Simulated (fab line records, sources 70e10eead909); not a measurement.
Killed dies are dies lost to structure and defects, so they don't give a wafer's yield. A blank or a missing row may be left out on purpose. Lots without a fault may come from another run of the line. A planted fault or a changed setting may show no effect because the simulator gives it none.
Which tool did it? | flow nand_harc | 6 lots, 18 wafers sampled, at 4 steps of a route of 1302

WHAT THE GAUGES READ, wafer by wafer
NHARC_P_ZERO_WELL_CD_MEAS_52: target cd 2000 nm.
lot  | measured     | on        | cd_nm (nm)
L451 | day 2 21:49  | cd_sem-01 | 2001.3 1998.2 2002.6
L455 | day 4 16:35  | cd_sem-01 | 1999.6 1998.5 1999.3
L460 | day 6 15:55  | cd_sem-03 | 2001.9 2003.7 2001.3
L464 | day 8 07:52  | cd_sem-03 | 2000.5 1997.6 2000.1
L470 | day 10 20:21 | cd_sem-01 | 2000.7 1997.6 2044.2
L472 | day 11 15:49 | cd_sem-02 | 2000.9 2000.3 1998.6

WHICH TOOL RAN EACH LOT (tool, then ch and the chambers of the sampled wafers, then the start)
lot  | NHARC_P_ZERO_WELL_DESCUM_13        | NHARC_P_ZERO_WELL_ETCH_65          | NHARC_P_ZERO_WELL_EXPOSE_49
L451 | rie_diel-11 ch 0,1,3, day 2 17:24  | rie_diel-11 ch 0,1,3, day 2 17:30  | krf_scanner-03 ch 0, day 2 21:40
L455 | rie_diel-10 ch 0,2,3, day 4 09:16  | rie_diel-10 ch 0,2,3, day 4 09:23  | krf_scanner-02 ch 0, day 4 16:26
L460 | rie_diel-10 ch 0,1, day 6 11:25    | rie_diel-10 ch 0,3, day 6 11:31    | krf_scanner-04 ch 0, day 6 15:46
L464 | rie_diel-11 ch 1,2,3, day 8 03:25  | rie_diel-11 ch 2,3, day 8 03:29    | krf_scanner-03 ch 0, day 8 07:43
L470 | rie_diel-11 ch 0,2, day 10 16:00   | rie_diel-11 ch 1,2,3, day 10 16:06 | krf_scanner-02 ch 0, day 10 20:11
L472 | rie_diel-11 ch 1,2,3, day 11 11:20 | rie_diel-11 ch 1,2,3, day 11 11:26 | krf_scanner-04 ch 0, day 11 15:40
- NHARC_P_ZERO_WELL_DESCUM_13: chemistry O2, time 3 s.
- NHARC_P_ZERO_WELL_ETCH_65: etches the open film in N2/H2, target depth 80 nm, overetch 24 nm, time 87.88 s.
- NHARC_P_ZERO_WELL_EXPOSE_49: exposes mask P HVPW, target cd 2000 nm.

THE ANSWER, worked out from the rows above alone
Rule: what is usual is taken from the lots themselves. Put in order of their means at a reading, lots are off if they are a third of the lots or fewer, leave a main group of 4 or more, and stand apart from it by a gap of 3 or more times the standard deviation of the main group's means; of several such gaps the widest counts. A main group whose means are all the same, to the digits that the tables above print for the reading, isn't used. A lot without any number at a reading at which 4 lots or more have one is off too. The other lots that the step has rows for count as sound.
Off: L470, at NHARC_P_ZERO_WELL_CD_MEAS_52 (cd_nm). The main group: mean 2000.3 nm, standard deviation 1.1.
A tool fits if, at a process step before that reading, it ran every lot that is off, and no sound lot after the first of them. The gauges at NHARC_P_ZERO_WELL_CD_MEAS_52 are tried like those tools. Can't be told from this: 2 tools fit, krf_scanner-02 at NHARC_P_ZERO_WELL_EXPOSE_49, cd_sem-01 at NHARC_P_ZERO_WELL_CD_MEAS_52.

WHAT THE SIMULATOR HAD PUT IN
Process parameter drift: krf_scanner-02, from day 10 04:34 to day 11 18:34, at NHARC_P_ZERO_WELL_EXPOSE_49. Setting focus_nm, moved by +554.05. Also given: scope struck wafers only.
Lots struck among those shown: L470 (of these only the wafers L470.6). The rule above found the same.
